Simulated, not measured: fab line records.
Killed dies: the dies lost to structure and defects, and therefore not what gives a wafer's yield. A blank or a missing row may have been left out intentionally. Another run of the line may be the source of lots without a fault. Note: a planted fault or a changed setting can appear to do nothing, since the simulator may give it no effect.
A lot that was struck, set against a sound lot | flow nand harc | 15 steps out of a route of 1159
Sound: the wafers L207.2, L207.4, L207.5. Wafers L211.1, L211.5, L211.6 were the ones struck. The cause is given at the end.
Per side, at each step with rows, come the tool, then ch with its chambers, and then its first start. Under that, the readings that differ: sound wafers | struck wafers | difference of the means | sigmas: that difference in standard deviations of wafers without a fault.
alike: readings whose means differ by less than 2 such deviations, and words and numbers that are the same on both sides. not compared: withheld readings, readings that some wafer has no value for, bounds like >300 that may hide the same value, and numbers for which the record gives no deviation and whose values overlap.
Wherever a step has rows on one side only, a row that says differs or no value, or a row with sigmas, the two part there. When numbers do not overlap yet have no deviation, they are printed without sigmas and do not part them. A reading missing from all wafers of one side parts the sides only when that side holds two or more wafers.

NHARC_P_M2_PRE_CLEAN_32: time 12 s.
  sound on pecvd-01 ch 0,2, day 7 01:25; struck on pecvd-04 ch 0,1,2, day 8 00:20
  alike: heater power w, rf fwd power W
NHARC_P_M2_DEP_33: deposits SiCN, target thk 30 nm.
  sound on pecvd-01 ch 0,2, day 7 01:34; struck on pecvd-04 ch 0,1,2, day 8 00:28
  alike: heater power w, rf fwd power W
NHARC_P_BONDPAD_DEP_00: deposits SiCN, target thk 250 nm.
  sound on pecvd-04 ch 0,1,2, day 7 01:55; struck on pecvd-04 ch 0,1,2
  alike: heater power w, rf fwd power W
NHARC_P_BONDPAD_CMP_32: polishes SiCN, target thk 200 nm.
  sound on cmp-03 ch 0,2,3, day 7 02:21; struck on cmp-04 ch 2,3, day 8 01:13
  alike: motor current A
NHARC_P_BONDPAD_THK_MEAS_33: measures by ellipsometry.
  struck on film metro-02, day 8 01:26; sound on film metro-02, day 7 02:35
  alike: thk nm
then, 7 steps without rows for these wafers: NHARC_P_BONDPAD_SRD_34; NHARC_P_BONDPAD_DEHYDRATE_01 (time 120 s); NHARC_P_BONDPAD_HMDS_02 (time 30 s); NHARC_P_BONDPAD_COAT_36 (time 65 s); NHARC_P_BONDPAD_COAT_03 (resist thk 600 nm); NHARC_P_BONDPAD_SOFTBAKE_04 (time 70 s); NHARC_P_BONDPAD_EBR_05.
NHARC_P_BONDPAD_EXPOSE_06: exposes mask P BPAD.
  sound on krf scanner-01 ch 0, day 7 03:00; struck on krf scanner-01 ch 0, day 8 01:43
  reading              | sound             | struck            | difference | sigmas
  exposure dose mJ cm2 | 37.05 37.04 37.03 | 37.87 37.95 37.90 | +0.87      | +24
  alike: mask
then, 2 steps without rows for these wafers: NHARC_P_BONDPAD_PEB_07 (peb time 80 s); NHARC_END_SORT_01.

## WHERE THEY PART
Within this record, at NHARC_P_BONDPAD_EXPOSE_06 only.

WHY: whatever the simulator had introduced
Process parameters drifting: krf scanner-01 at NHARC_P_BONDPAD_EXPOSE_06, beginning at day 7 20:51. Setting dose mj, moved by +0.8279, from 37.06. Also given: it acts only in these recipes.
